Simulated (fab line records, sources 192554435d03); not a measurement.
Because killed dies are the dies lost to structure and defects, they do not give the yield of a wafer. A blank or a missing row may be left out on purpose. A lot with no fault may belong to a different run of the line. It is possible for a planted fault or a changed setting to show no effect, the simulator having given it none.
Split-lot trial    flow n5-finfet    21 wafers read from 7 lots, route of 1938 steps

== THE SPLIT ==
At N5_BEOL_M13_TRENCH_ETCH_34 (etches SiOC in C4F8/O2/Ar, target depth 413.47 nm, time 162.6 s), the setting time-s was moved away from the recipe's 162.6 s on 5 of the 21 wafers read, by -19.5% to +5.8%. All remaining wafers had this setting at the recipe value.

== FROM THE SPLIT TO THE READING: what the file shows between them, 10 steps ==
- N5_BEOL_M13_STRIP_70: strips in C4F8/O2/Ar
- N5_BEOL_M13_OCD_MEAS_35
- N5_BEOL_M13_STRIP_37: strips in N2/H2
- N5_BEOL_M13_ETCH_38: etches SiCN in CF4/N2, target depth 67.5 nm, time 71.9 s
- N5_BEOL_M13_ECD_47: material Cu, target thk 936 nm
- N5_BEOL_M13_ANNEAL_48: time 90 s
- N5_BEOL_M13_CMP_49: polishes, stops on SiOC, t overpolish 17.1 s, target thk 420 nm
- N5_BEOL_M13_THK_MEAS_50: measures by xrf
- N5_BEOL_M13_PRE_CLEAN_52: time 15 s
- N5_BEOL_M13_DEP_53: deposits SiCN from 3MS/NH3, target thk 50 nm, time 17.8 s

== THE READING ==
At N5_BEOL_M13_RS_MEAS_54, a four-point-probe measurement gives M13_RS in ohm/sq. Fault-free wafers of this fab line usually give 0.0450 ohm/sq, standard deviation 0.00086 ohm/sq.

wafer   tool, chamber at the split  time-s as run, s  against the recipe  M13_RS, ohm/sq  against lot-mates on the recipe
L074.1  rie-diel-05, 2              162.6             recipe              0.0438          -
L074.4  rie-diel-05, 3              162.6             recipe              0.0451          -
L074.6  rie-diel-05, 3              162.6             recipe              0.0453          -
L079.1  rie-diel-01, 1              162.6             recipe              0.0445          -
L079.2  rie-diel-01, 2              162.6             recipe              0.0449          -
L079.3  rie-diel-01, 0              130.9             -19.5%              0.0545          +0.0098
L080.1  rie-diel-03, 2              162.6             recipe              0.0457          -
L080.2  rie-diel-03, 3              162.6             recipe              0.0453          -
L080.3  rie-diel-03, 1              162.6             recipe              0.0457          -
L082.2  rie-diel-05, 3              162.6             recipe              0.0451          -
L082.3  rie-diel-05, 1              162.6             recipe              0.0439          -
L082.5  rie-diel-05, 3              162.6             recipe              0.0452          -
L085.1  rie-diel-03, 2              172.1             +5.8%               0.0437          -0.0014
L085.3  rie-diel-03, 3              162.6             recipe              0.0451          -
L085.4  rie-diel-03, 0              172.1             +5.8%               0.0426          -0.0025
L086.1  rie-diel-03, 3              162.6             recipe              0.0449          -
L086.5  rie-diel-03, 0              162.6             recipe              0.0448          -
L086.6  rie-diel-03, 1              162.6             recipe              0.0458          -
L089.4  rie-diel-03, 0              145               -10.8%              0.0510          +0.0049
L089.5  rie-diel-03, 0              145               -10.8%              0.0506          +0.0045
L089.6  rie-diel-03, 1              162.6             recipe              0.0461          -

THE FIT
A straight line over all 21 wafers: M13_RS changes by -0.000478 ohm/sq for each +1% of time-s; r = -0.97; the points scatter about the line by 0.00066 ohm/sq.
The same after taking each lot's own level away (the mean of its wafers on the recipe; 21 wafers): -0.000459 ohm/sq for each +1%; r = -0.98; scatter 0.00054 ohm/sq.
That fit puts the effect of the largest move of time-s on the reading at 0.0089 ohm/sq.
Measured against the standard deviation above, the lots' own levels, which go from 0.04470 to 0.04610 ohm/sq, span 1.6 times it.
So the lot-to-lot level changes the slope little: the two slopes agree.
Check: for one of the wafers moved furthest among these (-19.5%), held out of the fit, the line's prediction against its lot-mates is +0.00805 ohm/sq. Against them it came out at +0.0098 ohm/sq.

== FURTHER SPLITS ON THESE WAFERS ==
Before the reading, these wafers also passed through other splits. Each is held against what the fit with the lots' levels taken away leaves over:
other split on the same wafers     wafers away from the commonest value  r with M13_RS (lot level and that fit taken away)
N5_BEOL_M12_TRENCH_ETCH_34 time-s  9                                     +0.21

== THE WHOLE CHAIN: every reading that the file lists as answering this split, in the file's order ==
step                        what it does                                                     reading                                                                        change (the file's fit)                r (the file's)
N5_BEOL_M13_TRENCH_ETCH_34  etches SiOC in C4F8/O2/Ar, target depth 413.47 nm, time 162.6 s  etch.depth-nm (the simulator's own value, which no gauge read)                 +3.64 nm for each +1% of the setting   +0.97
N5_BEOL_M13_OCD_MEAS_35                                                                      trench-depth-nm                                                                +3.63 nm for each +1% of the setting   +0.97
N5_BEOL_M13_CMP_49          polishes, stops on SiOC, t overpolish 17.1 s, target thk 420 nm  Cu_of_BEOL_M13_ECD_47.thk-nm (the simulator's own value, which no gauge read)  +3.63 nm for each +1% of the setting   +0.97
N5_BEOL_M13_THK_MEAS_50     measures by xrf                                                  M13_THK                                                                        +3.68 for each +1% of the setting      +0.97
N5_BEOL_M13_RS_MEAS_54      measures by four-point-probe                                     M13_RS                                                                         -0.000478 for each +1% of the setting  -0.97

== THE FILE'S OWN FIT ==
M13_RS changes by -0.000478 ohm/sq for each +1% of time-s, r = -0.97.
